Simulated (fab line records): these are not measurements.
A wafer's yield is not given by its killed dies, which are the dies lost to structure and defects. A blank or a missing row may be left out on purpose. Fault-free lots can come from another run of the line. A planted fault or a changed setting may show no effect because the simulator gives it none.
Split-lot trial + flow n5 finfet + 21 wafers read from 7 lots, route of 1938 steps

== THE SPLIT ITSELF ==
At N5_BEOL_M5_COAT_05 (resist thk 30 nm), the setting spin rpm was moved away from the recipe's 1500 rpm on 8 of the 21 wafers read, by -7.1% to +10.5%. The other wafers ran this setting at the recipe's value.

== FROM THE SPLIT TO THE READING: what the file shows between them, 4 steps ==
- N5_BEOL_M5_EBR_07
- N5_BEOL_M5_SOFTBAKE_06: time 60 s
- N5_BEOL_M5_EXPOSE_08: exposes mask M5, target cd 28 nm
- N5_BEOL_M5_PEB_09: peb time 60 s

== THE READING ==
CAR-EUV_of_BEOL_M5_COAT_05.thk nm (the simulator's own value, which no gauge read), in nm, at N5_BEOL_M5_DEVELOP_10 (develop time 30 s). There is no usual value for it anywhere in the file. The 13 wafers here that ran the recipe average 29.6 nm, standard deviation 0.11 nm.

| wafer  | tool, chamber at the split | spin rpm as run, rpm | against the recipe | CAR-EUV_of_BEOL_M5_COAT_05.thk nm, nm | against lot-mates on the recipe |
|--------|----------------------------|----------------------|--------------------|---------------------------------------|---------------------------------|
| L074.1 | litho track-03, 0          | 1435                 | -4.3%              | 30.2                                  | +0.6                            |
| L074.3 | litho track-03, 0          | 1435                 | -4.3%              | 30.2                                  | +0.6                            |
| L074.5 | litho track-03, 0          | 1500                 | recipe             | 29.6                                  | -                               |
| L077.3 | litho track-03, 0          | 1500                 | recipe             | 29.6                                  | -                               |
| L077.6 | litho track-03, 0          | 1500                 | recipe             | 29.6                                  | -                               |
| L077.4 | litho track-03, 0          | 1500                 | recipe             | 29.4                                  | -                               |
| L080.2 | litho track-02, 0          | 1500                 | recipe             | 29.6                                  | -                               |
| L080.6 | litho track-02, 0          | 1500                 | recipe             | 29.6                                  | -                               |
| L080.4 | litho track-02, 0          | 1500                 | recipe             | 29.4                                  | -                               |
| L082.1 | litho track-02, 0          | 1589                 | +5.9%              | 28.8                                  | -0.8                            |
| L082.2 | litho track-02, 0          | 1589                 | +5.9%              | 28.8                                  | -0.8                            |
| L082.6 | litho track-02, 0          | 1500                 | recipe             | 29.6                                  | -                               |
| L084.2 | litho track-02, 0          | 1657                 | +10.5%             | 28.4                                  | -1.4                            |
| L084.4 | litho track-02, 0          | 1500                 | recipe             | 29.8                                  | -                               |
| L084.6 | litho track-02, 0          | 1657                 | +10.5%             | 28.2                                  | -1.6                            |
| L091.2 | litho track-05, 0          | 1550                 | +3.3%              | 29                                    | -0.5                            |
| L091.3 | litho track-05, 0          | 1500                 | recipe             | 29.6                                  | -                               |
| L091.4 | litho track-05, 0          | 1500                 | recipe             | 29.4                                  | -                               |
| L094.1 | litho track-03, 0          | 1500                 | recipe             | 29.6                                  | -                               |
| L094.3 | litho track-03, 0          | 1500                 | recipe             | 29.6                                  | -                               |
| L094.2 | litho track-03, 0          | 1393                 | -7.1%              | 30.8                                  | +1.2                            |

THE FIT
A straight line over all 21 wafers: CAR-EUV_of_BEOL_M5_COAT_05.thk nm changes by -0.135 nm for each +1% of spin rpm; r = -0.98; the points scatter about the line by 0.12 nm.
The same after taking each lot's own level away (the mean of its wafers on the recipe; 21 wafers): -0.145 nm for each +1%; r = -0.99; scatter 0.082 nm.
On that fit, the largest move of spin rpm shifts the reading by 1.5 nm.
Across the lots, their own levels run from 29.50 to 29.80 nm, a range of 2.8 times the standard deviation given above.
Hence the lot-to-lot level has little effect on the slope; both slopes agree.
Check: with one of the wafers moved furthest among these (+10.5%) left out of the fit, the line predicts -1.55 nm for it against its lot-mates. Against them it came out at -1.4 nm.

== OTHER SPLITS ON THESE WAFERS ==
Before the reading, these wafers also passed through other splits. Each is held against what the fit with the lots' levels taken away leaves over:
| other split on the same wafers    | wafers away from the commonest value | r with CAR-EUV_of_BEOL_M5_COAT_05.thk nm (lot level and that fit taken away) |
|-----------------------------------|--------------------------------------|------------------------------------------------------------------------------|
| N5_BEOL_M0_SAQP_PEB_12 peb time s | 6                                    | +0.38                                                                        |
| N5_BEOL_M0_ETCH_109 bias w        | 6                                    | -0.20                                                                        |
| N5_BEOL_M2_TRENCH_ETCH_37 bias w  | 11                                   | -0.08                                                                        |
| N5_BEOL_M3_EXPOSE_08 dose mj      | 8                                    | +0.19                                                                        |
| N5_BEOL_M4_COAT_61 spin rpm       | 9                                    | -0.17                                                                        |
| N5_BEOL_M4_DESCUM_16 time s       | 7                                    | +0.06                                                                        |

== THE WHOLE CHAIN: every reading that the file lists as answering this split, in the file's order ==
| step                  | what it does      | reading                                                                            | change (the file's fit)               | r (the file's) |
|-----------------------|-------------------|------------------------------------------------------------------------------------|---------------------------------------|----------------|
| N5_BEOL_M5_COAT_05    | resist thk 30 nm  | CAR-EUV_of_BEOL_M5_COAT_05.thk nm (the simulator's own value, which no gauge read) | -0.14 nm for each +1% of the setting  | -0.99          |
| N5_BEOL_M5_DEVELOP_10 | develop time 30 s | CAR-EUV_of_BEOL_M5_COAT_05.thk nm (the simulator's own value, which no gauge read) | -0.148 nm for each +1% of the setting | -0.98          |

== THE FILE'S OWN FIT ==
CAR-EUV_of_BEOL_M5_COAT_05.thk nm changes by -0.148 nm for each +1% of spin rpm, r = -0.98.
